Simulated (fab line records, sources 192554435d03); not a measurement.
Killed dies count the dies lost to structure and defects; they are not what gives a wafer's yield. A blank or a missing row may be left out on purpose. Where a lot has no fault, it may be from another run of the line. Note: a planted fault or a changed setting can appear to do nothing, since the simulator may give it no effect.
Which tool did it? | flow n5_finfet | 30 wafers from 10 lots sampled at 2 of the route's 1938 steps

== WHAT EACH GAUGE READ, for each wafer ==
N5_BEOL_M8_OVL_MEAS_12.
lot  | measured     | on         | M8_OVL (nm)
L942 | day 8 22:58  | overlay-01 | -0.1 -0.8 0.2
L943 | day 9 17:31  | overlay-02 | -0.9 -0.4 -0.6
L946 | day 10 04:44 | overlay-02 | 0.5 -0.4 0.1
L951 | day 11 11:07 | overlay-02 | -0.1 -2.0 -0.3
L953 | day 12 06:28 | overlay-02 | 0.4 0.3 0.2
L960 | day 14 06:10 | overlay-01 | 0.3 -0.3 -0.3
L961 | day 14 21:28 | overlay-01 | 0.1 -1.2 -1.0
L962 | day 15 06:03 | overlay-01 | 0.6 1.3 0.5
L963 | day 15 13:25 | overlay-02 | 0.0 1.7 0.8
L964 | day 16 04:52 | overlay-01 | 0.9 0.3 1.7

== WHICH TOOL RAN EACH LOT (tool, then ch and the chambers of the sampled wafers, then the start) ==
lot  | N5_BEOL_M7_DEP_56
L942 | pecvd-01 ch 0, day 8 19:52
L943 | pecvd-03 ch 1,2, day 9 15:32
L946 | pecvd-02 ch 0,1, day 10 02:18
L951 | pecvd-02 ch 0,1, day 11 08:14
L953 | pecvd-01 ch 0,2, day 12 01:02
L960 | pecvd-02 ch 0,1, day 14 02:29
L961 | pecvd-03 ch 1,2, day 14 19:13
L962 | pecvd-01 ch 0,1,2, day 15 03:16
L963 | pecvd-01 ch 0,1, day 15 11:29
L964 | pecvd-02 ch 0,1,2, day 16 02:19
- N5_BEOL_M7_DEP_56: deposits SiCN from 3MS/NH3, target thk 10 nm, time 17.5 s.

== THE ANSWER, worked out from the rows above alone ==
Rule: the lots themselves supply what counts as usual. Put in order of their means at a reading, lots are off if they are a third of the lots or fewer, leave a main group of 4 or more, and stand apart from it by a gap of 3 or more times the standard deviation of the main group's means; of several such gaps the widest counts. A main group is skipped when, at the precision printed for the reading in the tables above, its means are all equal. A lot without any number at a reading at which 4 lots or more have one is off too. Any other lot the step has rows for is counted as sound.
Across all readings shown, no lot is off: no conclusion can be drawn from this.

== WHAT WAS PUT IN BY THE SIMULATOR ==
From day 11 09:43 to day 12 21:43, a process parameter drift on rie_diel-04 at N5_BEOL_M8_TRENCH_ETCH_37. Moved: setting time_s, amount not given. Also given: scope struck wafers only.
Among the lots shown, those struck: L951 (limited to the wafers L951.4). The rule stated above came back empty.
